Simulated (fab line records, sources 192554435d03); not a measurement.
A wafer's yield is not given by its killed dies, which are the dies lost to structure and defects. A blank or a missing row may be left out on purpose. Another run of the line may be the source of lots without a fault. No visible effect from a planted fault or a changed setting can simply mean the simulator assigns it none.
fab line records	flow n5Finfet
[record] lots = 8	wafers = 22	lastDay = 17
route steps=1938 shown MOL_CONTACT_COAG@608 BEOL_M0_SAQP@638 BEOL_M4@1111 PASSIVATION@1936
lots that met no fault: from a run of the same line without faults
startH: hours from the record's opening day to when the first of the lot's shown wafers began	waitH: time in hours since the lot's previous step	" identical to the entry in the row above	L1.1+2: one row covering several wafers at once	- no value, or no start was given	* or withheld: withheld	< > ~ a bound
route shown NAME@n: names a module that has steps shown in the file, with the first one's number in the route	usual: mean/standard deviation of fault-free wafers	same: alike in all rows	chamber/n: place in a boat	sites: per-site readings	_std_site: how widely they spread, as a standard deviation	_edge_site: outer sites' mean less inner sites'	radiusMm: for every site, how far away it sits from the centre of the wafer	mask NAME#n: copy n	behind: the most recent tool/chamber to have shaped the wafer	hold: why the lot was held/for how many hours/how that ended	device: the n, p or np transistor that did not switch	end of line: the route-end tests of the same wafers	step lacking rows: just its recipe	killed: the dies lost at the first sort to structure and to defects; this is not the yield of the wafer	map: dies across one wafer; x = killed, . = not, _ = none there
set.NAME: the setting the step ran with; set.NAME@STEP: the setting that earlier step ran with	model.NAME: the simulator's own value behind a step, which no gauge read
route steps across a sampled set of lots; one table per step, one row per wafer
services: from which hour (startH, from the record's first day; less than 0 if before it) a tool's chamber was out of use, for how many hours, and why
[[steps]]
[step N5_MOL_CONTACT_COAG_ALD_133]
[recipe] material = SiO2	targetThkA = 50	tempC = 100	aldPrecursorFamily = BDEAS	aldCoReactant = O2-plasma	pulseTimeS = 1	coReactantPulseTimeS = 1	purgeTimeS = 2	coReactantPurgeTimeS = 2	aldCycles = 35	pressureTorr = 2
[usual] heaterPowerW = 80/7	precursorPulseHeightRel = 1.000/0.021
[same] pulseTimeS = 1
lot.wafer	tool	chamber	startH	waitH	heaterPowerW	precursorPulseHeightRel
L680.1	aldSin-04	3	113.94	0.1	87	0.988
L680.2	"	1	"	"	92	1.018
L680.5	"	1	"	"	89	0.964
L682.1	aldSin-02	1	125.25	0.1	80	0.997
L682.5	"	2	"	"	73	1.008
L683.4	aldSin-01	1	129.89	0.0	81	0.989
L683.5	"	0	"	"	87	1.031
L683.6	"	3	"	"	72	0.994
L685.1	aldSin-04	1	141.41	0.1	91	1.019
L685.2	"	0	"	"	71	0.987
L685.6	"	1	"	"	92	0.978
L687.4	aldSin-04	0	152.18	0.2	72	1.021
L687.5	"	3	"	"	85	1.016
L687.6	"	1	"	"	88	1.008
L695.3	aldSin-04	1	204.35	0.1	94	0.971
L695.4	"	0	"	"	73	1.017
L696.2	aldSin-02	1	208.92	0.1	81	1.003
L696.4	"	0	"	"	74	0.976
L696.6	"	3	"	"	79	1.011
L699.2	aldSin-01	1	227.54	1.0	82	0.974
L699.3	"	0	"	"	90	1.063
L699.4	"	3	"	"	75	0.973
[step N5_MOL_CONTACT_COAG_ETCHBACK_134]
[recipe] chemistry = CHF3	target = SiO2	targetDepthA = 100	timeS = 6.7	ionEnergyEv = 200	pressureMtorr = 30	sourceW = 610	biasW = 170	Ar_flow_sccm = 200	CHF3_flow_sccm = 50
[usual] drypumpMotorCurrentA = 5.8/0.46	oes_f_703_au = 0.80/0.1	oesProductAu = 0.79/0.099	rfVppV = 529/13	showerheadPlenumPTorr = 2.36/0.11	throttleValvePct = 18.71/0.25
lot.wafer	tool	chamber	startH	waitH	drypumpMotorCurrentA	oes_f_703_au	oesProductAu	rfHoursCounterH	rfVppV	showerheadPlenumPTorr	throttleValvePct
L680.1	rieDiel-04	1	114.12	0.1	4.9	0.70	0.72	165	545	2.28	18.84
L680.2	"	0	"	"	5.5	0.74	0.69	245	517	2.42	18.56
L680.5	"	3	"	"	5.3	0.75	0.74	-	526	2.27	18.82
L682.1	rieDiel-03	1	125.43	0.1	6.0	0.78	0.78	113	526	2.32	19.14
L682.5	"	1	"	"	6.0	0.78	0.78	-	526	2.33	19.15
L683.4	rieDiel-05	1	130.08	0.1	6.5	0.63	0.65	-	555	2.23	18.89
L683.5	"	3	"	"	5.9	0.85	0.85	-	527	2.52	18.60
L683.6	"	2	"	"	6.3	0.75	0.75	-	530	2.29	18.55
L685.1	rieDiel-03	0	141.59	0.1	5.5	0.93	0.91	30	526	2.55	18.49
L685.2	"	1	"	"	6.0	0.78	0.78	118	526	2.32	19.14
L685.6	"	1	"	"	6.0	0.77	0.77	-	525	2.32	19.15
L687.4	rieDiel-05	1	152.30	0.0	6.5	0.62	0.65	-	556	2.23	18.90
L687.5	"	2	"	"	6.2	0.74	0.75	-	531	2.28	18.56
L687.6	"	3	"	"	6.0	0.84	0.83	-	526	2.51	18.60
L695.3	rieDiel-04	1	204.53	0.1	4.9	0.68	0.70	198	543	2.27	18.89
L695.4	"	2	"	"	6.2	0.71	0.69	227	500	2.26	19.07
L696.2	rieDiel-03	0	209.10	0.1	5.5	0.89	0.87	54	526	2.54	18.53
L696.4	"	3	"	"	5.4	0.75	0.71	218	520	2.34	18.75
L696.6	"	0	"	"	5.5	0.90	0.88	-	527	2.54	18.55
L699.2	rieDiel-04	3	227.72	0.1	5.3	1.00	0.97	11	533	2.54	18.51
L699.3	"	0	"	"	5.5	0.97	0.95	31	517	2.41	18.25
L699.4	"	1	"	"	4.9	0.68	0.69	205	543	2.26	18.89
[step N5_MOL_CONTACT_COAG_ETCH_67]
[recipe] chemistry = N2/H2	target = SOC	targetDepthA = 600	overetchA = 210	maskMaterial = SiARC	tempC = 40	timeS = 101.2	ionEnergyEv = 200	pressureMtorr = 30	sourceW = 840	biasW = 150	n2FlowSccm = 200	h2FlowSccm = 200
[usual] drypumpMotorCurrentA = 5.8/0.46	oesProductAu = 0.66/0.074	rfVppV = 523/3.1	showerheadPlenumPTorr = 2.52/0.12	throttleValvePct = 17.77/0.2
lot.wafer	tool	chamber	startH	waitH	drypumpMotorCurrentA	oesProductAu	rfHoursCounterH	rfVppV	showerheadPlenumPTorr	throttleValvePct
L680.1	rieDiel-04	1	114.15	0.0	4.9	0.62	165	521	2.44	17.94
L680.2	"	0	"	"	5.5	0.59	245	526	2.61	17.84
L680.5	"	3	"	"	5.3	0.60	-	521	2.40	17.81
L682.1	rieDiel-03	1	125.47	0.0	6.0	0.65	113	522	2.42	17.82
L682.5	"	1	"	"	6.1	0.65	-	521	2.42	17.84
L683.4	rieDiel-05	1	130.14	0.0	6.5	0.57	-	520	2.38	17.87
L683.5	"	3	"	"	6.0	0.70	-	528	2.71	17.78
L683.6	"	2	"	"	6.3	0.63	-	520	2.46	17.75
L685.1	rieDiel-03	0	141.62	0.0	5.5	0.74	30	529	2.70	17.43
L685.2	"	1	"	"	6.0	0.65	118	521	2.42	17.84
L685.6	"	1	"	"	6.0	0.65	-	521	2.42	17.83
L687.4	rieDiel-05	1	152.36	0.0	6.5	0.56	-	521	2.38	17.89
L687.5	"	2	"	"	6.3	0.63	-	520	2.45	17.77
L687.6	"	3	"	"	5.9	0.69	-	527	2.70	17.79
L695.3	rieDiel-04	1	204.56	0.0	4.9	0.60	198	520	2.42	17.98
L695.4	"	2	"	"	6.1	0.58	227	520	2.40	18.23
L696.2	rieDiel-03	0	209.14	0.0	5.5	0.71	54	527	2.69	17.48
L696.4	"	3	"	"	5.4	0.60	218	523	2.52	17.94
L696.6	"	0	"	"	5.5	0.71	-	527	2.69	17.47
L699.2	rieDiel-04	3	227.75	0.0	5.3	0.80	11	527	2.70	17.48
L699.3	"	0	"	"	5.5	0.77	31	524	2.59	17.55
L699.4	"	1	"	"	4.9	0.60	206	520	2.42	17.99
[step N5_BEOL_M0_SAQP_PECVD_04]
[recipe] material = a-Si	targetThkA = 600	tempC = 350	precursor = SiH4/He	pressureTorr = 3	rfW = 100	timeS = 60.2
[usual] heaterPowerW = 634/95	showerheadPlenumPTorr = 5.68/0.063	throttleValvePct = 18.1/1.4
lot.wafer	tool	chamber	startH	waitH	heaterPowerW	showerheadPlenumPTorr	throttleValvePct
L680.1	pecvd-03	2	119.28	0.0	501	5.64	17.2
L680.2	"	0	"	"	511	5.61	17.8
L680.5	"	0	"	"	518	5.60	17.8
L682.1	pecvd-03	2	131.85	0.0	560	5.64	17.2
L682.5	"	0	"	"	582	5.59	17.7
L683.4	pecvd-03	0	135.75	0.0	515	5.59	17.8
L683.5	"	2	"	"	583	5.64	17.0
L683.6	"	1	"	"	722	5.73	19.5
L685.1	pecvd-03	0	146.92	0.0	589	5.62	17.8
L685.2	"	2	"	"	559	5.64	17.3
L685.6	"	0	"	"	500	5.62	17.9
L687.4	pecvd-01	1	161.24	0.0	644	5.69	18.0
L687.5	"	0	"	"	787	5.66	17.7
L687.6	"	2	"	"	787	5.64	17.9
L695.3	pecvd-03	1	210.16	0.1	647	5.73	19.7
L695.4	"	0	"	"	552	5.60	17.9
L696.2	pecvd-04	0	215.90	0.0	576	5.69	20.9
L696.4	"	0	"	"	576	5.69	21.5
L696.6	"	1	"	"	598	5.84	16.1
L699.2	pecvd-04	2	233.62	0.0	769	5.68	16.9
L699.3	"	1	"	"	512	5.84	16.2
L699.4	"	2	"	"	776	5.68	16.7
[step N5_BEOL_M0_SAQP_THK_MEAS_05]
[usual] thkNm = 59.8/0.89
lot.wafer	tool	chamber	startH	waitH	thkNm
L680.1	filmMetro-01	-	119.38	0.1	59.1
L680.2	"	-	"	"	60.7
L680.5	"	-	"	"	60.9
L682.1	filmMetro-01	-	131.95	0.1	60.0
L682.5	"	-	"	"	61.9
L683.4	filmMetro-01	-	135.81	0.0	61.5
L683.5	"	-	"	"	60.0
L683.6	"	-	"	"	59.9
L685.1	filmMetro-02	-	147.04	0.1	60.5
L685.2	"	-	"	"	59.1
L685.6	"	-	"	"	61.5
L687.4	filmMetro-02	-	161.31	0.0	60.6
L687.5	"	-	"	"	60.0
L687.6	"	-	"	"	61.2
L695.3	filmMetro-01	-	210.25	0.1	100.8
L695.4	"	-	"	"	61.1
L696.2	filmMetro-01	-	216.00	0.1	59.2
L696.4	"	-	"	"	60.2
L696.6	"	-	"	"	59.8
L699.2	filmMetro-01	-	233.72	0.1	58.7
L699.3	"	-	"	"	59.4
L699.4	"	-	"	"	60.1
[step N5_BEOL_M0_SAQP_MANDREL_ETCH_20]
[recipe] targetDepthA = 600	chemistry = HBr/Cl2	target = a-Si	stopOn = SiNx	btTimeS = 10	maskMaterial = SOC	overEtchFrac = 0.5	timeS = 30	pressureMtorr = 10	icpW = 800	biasW = 75	HBr_flow_sccm = 150	Cl2_flow_sccm = 80	ends = endPoint
[usual] drypumpMotorCurrentA = 5.6/0.51	oesProductAu = 0.773/0.015	throttleValvePct = 35.4/0.45
lot.wafer	tool	chamber	startH	waitH	drypumpMotorCurrentA	oesProductAu	rfHoursCounterH	throttleValvePct
L680.1	rieSi-02	0	120.12	0.0	5.3	0.787	17	35.5
L680.2	"	3	"	"	5.3	0.776	82	34.9
L680.5	"	3	"	"	5.3	0.789	-	34.9
L682.1	rieSi-02	1	132.67	0.0	4.9	0.791	57	36.1
L682.5	"	3	"	"	5.4	0.789	-	34.9
L683.4	rieSi-01	2	136.58	0.1	6.0	0.774	-	35.1
L683.5	"	0	"	"	5.6	0.768	-	35.9
L683.6	"	1	"	"	5.6	0.768	-	35.5
L685.1	rieSi-05	3	147.91	0.0	6.3	0.779	153	35.4
L685.2	"	1	"	"	5.1	0.764	90	34.6
L685.6	"	0	"	"	5.9	0.794	-	35.8
L687.4	rieSi-01	3	162.24	0.0	6.7	0.797	0	35.1
L687.5	"	0	"	"	5.6	0.769	-	35.9
L687.6	"	3	"	"	6.7	0.813	-	35.1
L695.3	rieSi-02	1	211.17	0.0	4.9	0.986	58	35.7
L695.4	"	3	"	"	5.4	0.780	84	34.9
L696.2	rieSi-05	0	217.05	0.0	5.9	0.779	83	35.9
L696.4	"	2	"	"	5.2	0.757	104	34.9
L696.6	"	3	"	"	6.4	0.779	-	35.4
L699.2	rieSi-02	2	234.44	0.0	5.3	0.754	115	35.1
L699.3	"	0	"	"	5.3	0.784	19	35.6
L699.4	"	1	"	"	4.9	0.787	58	36.1
[step N5_BEOL_M0_SAQP_INSPECT_42]
[recipe] mode = adi	inspectInstrument = brightfield
[usual] rawDefectCount = 287/73
lot.wafer	tool	chamber	startH	waitH	rawDefectCount
L680.1	defectInspect-01	-	125.05	0.1	124
L680.2	"	-	"	"	293
L680.5	"	-	"	"	214
L682.1	defectInspect-01	-	136.36	0.1	466
L682.5	"	-	"	"	170
L683.4	defectInspect-02	-	140.77	0.0	435
L683.5	"	-	"	"	296
L683.6	"	-	"	"	278
L685.1	defectInspect-02	-	152.65	0.1	337
L685.2	"	-	"	"	266
L685.6	"	-	"	"	401
L687.4	defectInspect-01	-	166.69	0.0	212
L687.5	"	-	"	"	267
L687.6	"	-	"	"	271
L695.3	defectInspect-01	-	214.81	0.0	1949
L695.4	"	-	"	"	258
L696.2	defectInspect-02	-	221.14	0.0	203
L696.4	"	-	"	"	216
L696.6	"	-	"	"	208
L699.2	defectInspect-01	-	237.92	0.0	227
L699.3	"	-	"	"	151
L699.4	"	-	"	"	185
[step N5_BEOL_M4_RC_MEAS_101]
[usual] DIBL_N = 35.0/2.4	DIBL_P = 35.4/2.8	IOFF_N = 0.14/0.045	IOFF_P = 0.20/0.048	ION_N = 667/19	ION_P = 460/11	SS_N = 71.2/0.71	SS_P = 73.1/0.86	VT_N = 252/4.6	VT_P = -251/3.4
lot.wafer	tool	chamber	startH	waitH	DIBL_N[mV/V]	DIBL_P[mV/V]	IOFF_N[nA/um]	IOFF_P[nA/um]	ION_N[uA/um]	ION_P[uA/um]	SS_N[mV/dec]	SS_P[mV/dec]	VT_N[mV]	VT_P[mV]
L680.1	prober-01	0	175.98	0.0	33.2	32.2	0.12	0.18	673	469	70.8	72.8	252	-250
L680.2	"	0	"	"	37.2	35.9	0.19	0.24	680	459	72.0	73.8	247	-247
L680.5	"	0	"	"	36.4	34.9	0.16	0.21	650	453	72.1	73.5	252	-248
L682.1	prober-01	0	185.52	0.0	39.1	41.1	0.22	0.29	697	481	73.0	74.9	247	-246
L682.5	"	0	"	"	42.2	45.0	0.32	0.39	706	481	72.5	75.2	239	-243
L683.4	prober-02	0	196.19	0.5	34.8	34.9	0.17	0.21	677	460	71.0	72.8	250	-250
L683.5	"	0	"	"	33.5	33.0	0.13	0.18	674	463	71.2	72.3	253	-250
L683.6	"	0	"	"	35.7	36.4	0.19	0.23	686	464	71.5	73.9	247	-249
L685.1	prober-02	0	204.79	0.0	35.1	33.5	0.12	0.18	644	447	71.4	72.5	254	-253
L685.2	"	0	"	"	37.5	37.5	0.18	0.23	682	466	71.3	74.2	248	-246
L685.6	"	0	"	"	36.2	37.8	0.16	0.27	666	462	71.3	73.7	251	-248
L687.4	prober-02	0	212.77	0.5	33.0	34.0	0.11	0.16	653	447	71.5	72.6	256	-253
L687.5	"	0	"	"	36.3	37.1	0.16	0.20	671	453	72.5	73.0	251	-250
L687.6	"	0	"	"	32.5	33.9	0.10	0.16	642	447	70.7	72.7	259	-255
L695.4	prober-01	0	276.55	0.5	34.4	36.0	0.14	0.20	644	442	71.6	73.3	255	-254
L696.2	prober-02	0	282.02	0.2	35.5	36.3	0.14	0.22	646	451	71.1	73.3	253	-249
L696.4	"	0	"	"	37.3	39.7	0.21	0.28	700	482	71.8	73.5	242	-243
L696.6	"	0	"	"	39.6	41.9	0.24	0.33	681	467	73.0	75.0	243	-245
L699.2	prober-02	0	283.82	0.2	33.8	35.2	0.10	0.16	665	462	71.1	72.1	259	-256
L699.3	"	0	"	"	37.8	39.5	0.16	0.23	661	454	72.3	73.1	252	-250
L699.4	"	0	"	"	33.6	34.3	0.10	0.16	664	458	72.0	72.7	258	-255
[step N5_PASSIVATION_PROBE_49]
[usual] defectLimitedYield = 91.7/1.4	killed_at_M0_to_M3 = 32/9.7	killed_at_M4_up = 14/5.5	killedAtContacts = 13/6.1	killedAtFrontEnd = 35/10	killedAtOther = 4.2/2.9	killedDies = 98/17	killedOnRim = 13/4.2	killedOpen = 63/12	killedShort = 32/7.7	sort_bin_4_leakage = 0.0/0.33	sort_bin_5_function = 4.8/0.9	sort_bin_6_memory = 3.1/0.63	sortNPass = 1073/41	sortYieldPct = 91/3.5
[same] grossDies = 1180	killedAtBackSide = 0	sort_bin_8_speed[%] = 0
lot.wafer	tool	chamber	startH	waitH	defectLimitedYield[%]	killed_at_M0_to_M3	killed_at_M4_up	killedAtContacts	killedAtFrontEnd	killedAtOther	killedDies	killedOnRim	killedOpen	killedShort	sort_bin_4_leakage[%]	sort_bin_5_function[%]	sort_bin_6_memory[%]	sortNPass	sortYieldPct[%]
L680.1	prober-02	-	276.29	0.0	89.7	28	28	11	48	7	122	17	74	42	0	6.0	3.7	1058	90
L680.2	prober-02	-	276.34	0.1	93.0	13	23	8	34	5	83	9	53	28	0	4.3	2.5	1097	93
L680.5	prober-02	-	276.49	0.2	91.3	34	23	13	29	4	103	21	62	39	0	5.0	3.5	1076	91
L682.1	prober-02	-	291.48	0.0	89.3	53	17	15	37	4	126	15	82	44	0	6.5	4.0	1054	89
L682.5	prober-02	-	291.68	0.2	90.4	47	6	18	40	2	113	16	76	36	1.7	5.8	3.4	1047	89
L683.4	prober-01	-	292.42	0.2	93.6	22	12	8	34	0	76	12	43	32	0	3.8	2.5	1104	94
L683.5	prober-01	-	292.47	0.2	92.5	23	17	19	28	2	89	15	66	23	0	4.0	3.2	1091	92
L683.6	prober-01	-	292.52	0.3	90.1	30	24	24	39	0	117	15	79	29	0	5.3	3.7	1063	90
L685.1	prober-01	-	305.58	0.0	93.6	28	10	5	30	3	76	9	51	23	0	4.1	2.0	1104	94
L685.2	prober-01	-	305.63	0.1	91.5	58	14	1	27	0	100	14	47	47	0	5.3	2.7	1080	92
L685.6	prober-01	-	305.83	0.3	93.0	25	7	5	40	6	83	7	45	36	0	3.6	3.1	1097	93
L687.4	prober-01	-	321.73	0.2	91.7	25	9	10	47	7	98	19	62	30	0	5.3	2.9	1082	92
L687.5	prober-01	-	321.78	0.2	92.7	32	8	10	33	3	86	10	58	28	0	4.3	2.5	1094	93
L687.6	prober-01	-	321.83	0.3	91.1	41	7	20	31	6	105	17	59	45	0	5.7	2.5	1074	91
L695.3	prober-01	-	383.29	0.1	0	1097	15	8	51	9	1180	152	73	35	0	96.0	3.6	0	0
L695.4	prober-01	-	383.34	0.2	91.6	23	15	19	32	10	99	18	73	25	0	5.3	2.8	1079	91
L696.2	prober-02	-	394.61	0.1	92.7	33	15	10	25	3	86	12	57	29	0	4.1	3.0	1094	93
L696.4	prober-02	-	394.71	0.2	93.7	19	9	13	29	4	74	5	39	26	0	3.5	2.0	1106	94
L696.6	prober-02	-	394.81	0.3	90.5	44	11	14	38	5	112	27	70	33	0.1	5.7	3.0	1067	90
L699.2	prober-02	-	403.49	0.1	93.6	34	4	11	19	8	76	14	55	20	0	3.9	2.3	1104	94
L699.3	prober-02	-	403.54	0.1	94.0	8	11	5	31	16	71	10	42	25	0	3.6	1.9	1109	94
L699.4	prober-02	-	403.59	0.2	92.3	20	14	21	30	6	91	9	66	24	0	4.5	3.0	1089	92
// killed by level:class
L680.1 BEOL_M4:geometricParticle:open=11 MOL_CONTACT_COAG:geometricParticle:open=10 STI_FIN_REVEAL:geometricParticle:open=8 BEOL_M0_SAQP:geometricParticle:short=8 DUMMY_GATE:geometricParticle:open=7 BEOL_M5:geometricParticle:open=6 MIM_TOP_ETCH:geometricParticle:short=6 FIN_SAQP:geometricParticle:short=5
L680.2 BEOL_M4:geometricParticle:open=14 STI_FIN_REVEAL:geometricParticle:open=8 FIN_SAQP:geometricParticle:short=6 MOL_CONTACT_COAG:geometricParticle:open=5 FIN_SAQP:geometricParticle:open=4 DUMMY_GATE:geometricParticle:open=4 BEOL_M0_SAQP:geometricParticle:short=4 BEOL_M0_SAQP:geometricParticle:open=4
L680.5 BEOL_M4:geometricParticle:open=15 MOL_CONTACT_COAG:geometricParticle:open=13 FIN_SAQP:geometricParticle:short=9 BEOL_M2:geometricParticle:open=9 BEOL_M1:geometricParticle:short=7 BEOL_M1:geometricParticle:open=5 BEOL_M0_SAQP:geometricParticle:short=4 DUMMY_GATE:geometricParticle:open=3
L682.1 BEOL_M0_SAQP:geometricParticle:short=12 BEOL_M3:geometricParticle:open=11 MOL_CONTACT_COAG:geometricParticle:open=10 BEOL_M2:geometricParticle:open=10 FIN_SAQP:geometricParticle:short=8 BEOL_M4:geometricParticle:open=8 BEOL_M1:geometricParticle:open=8 FIN_SAQP:geometricParticle:open=7
L682.5 MOL_CONTACT_COAG:geometricParticle:open=17 FIN_SAQP:geometricParticle:short=10 BEOL_M2:geometricParticle:open=10 BEOL_M0_SAQP:geometricParticle:short=9 BEOL_M1:geometricParticle:open=9 FIN_SAQP:geometricParticle:open=8 STI_FIN_REVEAL:geometricParticle:open=8 BEOL_M0_SAQP:geometricParticle:open=6
L683.4 BEOL_M1:geometricParticle:open=9 FIN_SAQP:geometricParticle:short=8 STI_FIN_REVEAL:geometricParticle:open=8 MOL_CONTACT_COAG:geometricParticle:open=6 BEOL_M0_SAQP:geometricParticle:short=5 ILD0:geometricParticle:short=4 BEOL_M3:geometricParticle:open=4 BEOL_M5:geometricParticle:open=4
L683.5 MOL_CONTACT_COAG:geometricParticle:open=18 BEOL_M1:geometricParticle:open=7 BEOL_M4:geometricParticle:open=6 BEOL_M5:geometricParticle:open=6 BEOL_M0_SAQP:geometricParticle:short=5 BEOL_M3:geometricParticle:open=5 STI_FIN_REVEAL:geometricParticle:short=4 STI_FIN_REVEAL:geometricParticle:open=4
L683.6 MOL_CONTACT_COAG:geometricParticle:open=18 BEOL_M4:geometricParticle:open=11 HKMG_FIN:areaEtch=9 BEOL_M3:geometricParticle:open=8 FIN_SAQP:geometricParticle:open=6 MOL_CONTACT_COAG:geometricParticle:short=6 BEOL_M1:geometricParticle:open=6 BEOL_M0_SAQP:geometricParticle:open=6
L685.1 STI_FIN_REVEAL:geometricParticle:open=12 BEOL_M1:geometricParticle:open=8 BEOL_M0_SAQP:geometricParticle:open=5 FIN_SAQP:geometricParticle:short=4 BEOL_M2:geometricParticle:open=4 BEOL_M3:geometricParticle:open=4 FIN_SAQP:geometricParticle:open=3 MOL_CONTACT_COAG:geometricParticle:open=3
L685.2 BEOL_M0_SAQP:geometricParticle:short=24 BEOL_M0_SAQP:geometricParticle:open=9 BEOL_M3:geometricParticle:open=9 STI_FIN_REVEAL:geometricParticle:open=6 BEOL_M1:geometricParticle:open=5 FIN_SAQP:geometricParticle:short=4 BEOL_M1:geometricParticle:short=4 FIN_CUT:areaEtch=4
L685.6 FIN_SAQP:geometricParticle:open=10 BEOL_M0_SAQP:geometricParticle:short=9 FIN_SAQP:geometricParticle:short=8 BEOL_M0_SAQP:geometricParticle:open=6 DUMMY_GATE:geometricParticle:open=5 MOL_CONTACT_COAG:geometricParticle:open=5 STI_FIN_REVEAL:geometricParticle:open=4 GATE_CUT:geometricParticle:open=3
L687.4 DUMMY_GATE:geometricParticle:open=9 FIN_SAQP:geometricParticle:short=8 MOL_CONTACT_COAG:geometricParticle:open=6 BEOL_M3:geometricParticle:open=6 FIN_SAQP:geometricParticle:open=5 FIN_CUT:areaEtch=5 MOL_CONTACT_COAG:geometricParticle:short=4 BEOL_M0_SAQP:geometricParticle:open=4
L687.5 BEOL_M1:geometricParticle:open=14 MOL_CONTACT_COAG:geometricParticle:open=9 STI_FIN_REVEAL:geometricParticle:open=7 BEOL_M3:geometricParticle:open=7 BEOL_M1:geometricParticle:short=6 FIN_SAQP:geometricParticle:open=4 DUMMY_GATE:geometricParticle:short=4 DUMMY_GATE:geometricParticle:open=4
L687.6 MOL_CONTACT_COAG:geometricParticle:open=15 BEOL_M1:geometricParticle:open=14 BEOL_M1:geometricParticle:short=8 BEOL_M0_SAQP:geometricParticle:short=6 GATE_CUT:geometricParticle:short=5 MOL_CONTACT_COAG:geometricParticle:short=5 SPACER0:geometricParticle:short=4 BEOL_M2:geometricParticle:open=4
L695.3 BEOL_M0_SAQP:areaEtch=1070 STI_FIN_REVEAL:geometricParticle:open=26 BEOL_M1:geometricParticle:open=9 BEOL_M4:geometricParticle:open=7 BEOL_M0_SAQP:geometricParticle:open=6 FIN_SAQP:geometricParticle:open=4 STI_FIN_REVEAL:geometricParticle:short=4 GATE_CUT:geometricParticle:short=4
L695.4 MOL_CONTACT_COAG:geometricParticle:open=14 DUMMY_GATE:geometricParticle:open=10 STI_FIN_REVEAL:geometricParticle:open=7 BEOL_M1:geometricParticle:open=6 BEOL_M0_SAQP:geometricParticle:open=6 BEOL_M4:geometricParticle:open=6 MOL_CONTACT_COAG:geometricParticle:short=5 BEOL_M0_SAQP:geometricParticle:short=4
L696.2 MOL_CONTACT_COAG:geometricParticle:open=9 BEOL_M0_SAQP:geometricParticle:short=9 BEOL_M1:geometricParticle:open=8 STI_FIN_REVEAL:geometricParticle:open=6 FIN_SAQP:geometricParticle:open=5 BEOL_M7:geometricParticle:open=5 BEOL_M0_SAQP:geometricParticle:open=4 BEOL_M0:geometricParticle:open=4
L696.4 MOL_CONTACT_COAG:geometricParticle:open=12 HKMG_FIN:areaEtch=9 BEOL_M3:geometricParticle:open=4 BEOL_M0:geometricParticle:short=4 BEOL_M1:geometricParticle:short=4 FIN_SAQP:geometricParticle:open=3 FIN_SAQP:geometricParticle:short=3 DUMMY_GATE:geometricParticle:open=3
L696.6 BEOL_M0_SAQP:geometricParticle:short=13 BEOL_M0_SAQP:geometricParticle:open=12 MOL_CONTACT_COAG:geometricParticle:open=10 BEOL_M1:geometricParticle:open=9 HKMG_FIN:areaEtch=9 STI_FIN_REVEAL:geometricParticle:open=8 FIN_SAQP:geometricParticle:open=6 BEOL_M5:geometricParticle:open=6
L699.2 BEOL_M2:geometricParticle:open=12 MOL_CONTACT_COAG:geometricParticle:open=10 BEOL_M0_SAQP:geometricParticle:open=6 PASS1_CAP:geometricParticle:open=6 BEOL_M1:geometricParticle:open=6 FIN_SAQP:geometricParticle:open=5 FIN_SAQP:geometricParticle:short=5 BEOL_M1:geometricParticle:short=3
L699.3 STARTING-WAFER:geometricParticle:short=7 FIN_SAQP:geometricParticle:open=5 BEOL_M4:geometricParticle:open=5 MOL_CONTACT_COAG:geometricParticle:open=4 PASS1_CAP:geometricParticle:short=4 FIN_SAQP:geometricParticle:short=3 STI_FIN_REVEAL:geometricParticle:open=3 MIM_TOP_ETCH:geometricParticle:open=3
L699.4 MOL_CONTACT_COAG:geometricParticle:open=21 BEOL_M1:geometricParticle:open=7 FIN_SAQP:geometricParticle:open=5 BEOL_M4:geometricParticle:open=5 STARTING-WAFER:geometricParticle:short=5 FIN_SAQP:geometricParticle:short=4 STI_FIN_REVEAL:geometricParticle:open=4 GATE_CUT:geometricParticle:short=3
[[services]]
tool	chamber	startH	hours	kind
aldSin-02	-	98.91	0.8	repair
rieSi-05	0	99.49	5.9	repair
pecvd-03	-	102.04	0.8	repair
aldSin-04	-	102.62	0.8	pm
rieDiel-03	1	106.97	6.5	repair
pecvd-04	1	114.28	6.1	repair
rieDiel-04	1	122.19	9.0	repair
rieDiel-05	0	125.61	4.7	repair
rieSi-02	-	140.59	2.8	pm
aldSin-02	3	154.85	4.6	repair
pecvd-04	1	155.99	7.4	repair
aldSin-01	0	167.58	4.1	repair
pecvd-01	2	171.54	14.3	repair
aldSin-02	-	176.95	14.0	pm
rieSi-05	1	192.21	2.5	repair
rieSi-05	2	198.55	2.9	repair
aldSin-01	3	198.69	2.8	repair
rieDiel-04	2	201.91	1.7	repair
aldSin-02	0	206.19	2.7	repair
pecvd-01	2	212.05	5.7	repair
rieSi-01	-	216.84	2.8	pm
rieSi-02	-	220.95	0.5	repair
rieSi-01	1	221.03	1.1	repair
aldSin-04	0	222.14	10.2	repair
[[key]]
[firstSign] step = N5_BEOL_M0_SAQP_THK_MEAS_05	reading = thkNm	direction = up	sigmas = 46	usual = *	struck = *
[effect] step = N5_BEOL_M0_SAQP_MANDREL_ETCH_20	reading = oesProductAu	direction = up	sigmas = 14	usual = 0.773	struck = 0.986
[effect] step = N5_BEOL_M0_SAQP_INSPECT_42	reading = rawDefectCount	direction = up	sigmas = 23	usual = 287	struck = 1949
[effect] step = N5_PASSIVATION_PROBE_49	reading = killed_at_M0_to_M3	direction = up	sigmas = 99+	usual = 32	struck = 1097
[moreKillsBornAt] N5_BEOL_M0_SAQP_MANDREL_ETCH_20@rieSi-02 = 1070
metAt N5_BEOL_M0_SAQP_PECVD_04
struckLots L695
struckWafers L695.3
laterRowsLeftOut L695.3
notActingAt N5_MOL_CONTACT_COAG_ALD_133,N5_MOL_CONTACT_COAG_ETCHBACK_134,N5_MOL_CONTACT_COAG_ETCH_67
onsetBetween 146.92 210.16
[fault] kind = processParameterDrift	tool = pecvd-03	chamber = -	onsetH = 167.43	steps = N5_BEOL_M0_SAQP_PECVD_04	channel = timeS	offset = *	shape = step	endH = 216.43	scope = struckWafersOnly	actsIn = *	stated = *
// laterRowsLeftOut: the simulator's readings of these wafers behind a module that went badly wrong aren't trusted and aren't shown, but for the sort
